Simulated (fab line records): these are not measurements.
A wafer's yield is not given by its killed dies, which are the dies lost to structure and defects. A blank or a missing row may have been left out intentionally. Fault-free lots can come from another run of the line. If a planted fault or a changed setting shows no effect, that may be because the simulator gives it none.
Matching of chambers    flow n5 finfet    N5_HKMG_FIN_ALD_75 on ald hk-02 has 4 sister chambers
The step deposits Al2O3, target thk 1 nm, co reactant pulse time 1 s. 20 wafers are shown with their chamber, then 10 later ones without.

## EACH WAFER AND ITS CHAMBER
wafer   chamber  heater power w (W)  precursor pulse height rel
L074.3  3        118                 0.987
L074.4  2        144                 1.003
L074.5  3        120                 0.948
L078.1  2        142                 1.008
L078.2  1        139                 0.977
L078.6  2        144                 0.981
L079.1  1        136                 1.005
L079.4  3        119                 1.002
L079.5  1        138                 0.973
L081.2  0        128                 1.040
L081.4  1        140                 1.039
L081.6  0        132                 1.003
L082.1  3        120                 1.003
L082.2  0        131                 0.967
L082.6  1        141                 1.040
L083.3  2        146                 1.005
L083.5  0        132                 0.993
L083.6  3        122                 0.978
L084.2  3        117                 1.022
L084.3  1        141                 1.016

SIGNATURES, as means of the wafers listed above
reading                     chamber 0  chamber 1  chamber 2  chamber 3  scatter within a chamber
heater power w              130.75     139.17     144.00     119.33     1.82
precursor pulse height rel  1.00075    1.00833    0.99925    0.99000    0.0259
Rule: distance of a wafer from a chamber = root of the sum over the readings of ((wafer's reading minus chamber's mean) / reading's scatter) squared. If the next closest chamber is less than 2 further off than the closest, the wafer can't be placed; otherwise it belongs to the closest. How the scatter is found: for the shown wafers, subtract from each reading the mean of its chamber, square and add these, divide the total by (wafers less chambers), then take the root.

## WAFERS WITHOUT THEIR CHAMBER
wafer   heater power w (W)  precursor pulse height rel
L084.6  143                 0.997
L088.1  146                 0.998
L088.3  120                 0.984
L088.6  143                 0.997
L089.2  144                 0.957
L089.5  130                 1.004
L089.6  141                 0.988
L092.2  138                 0.987
L092.3  142                 1.006
L092.5  145                 0.973

## EACH ONE'S CHAMBER
wafer    from the rows above       in truth
L084.6   can't be placed: 2 or 1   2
L088.1   2                         2
L088.3   3                         3
L088.6   can't be placed: 2 or 1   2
L089.2   can't be placed: 2 or 1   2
L089.5   0                         0
L089.6   can't be placed: 1 or 2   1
L092.2   1                         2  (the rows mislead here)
L092.3   can't be placed: 2 or 1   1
L092.5   2                         2
Correct placement for 4 of the 10. Can't be placed from these rows: 5 (the true chamber is among the candidates in 5). Placed wrongly: 1.
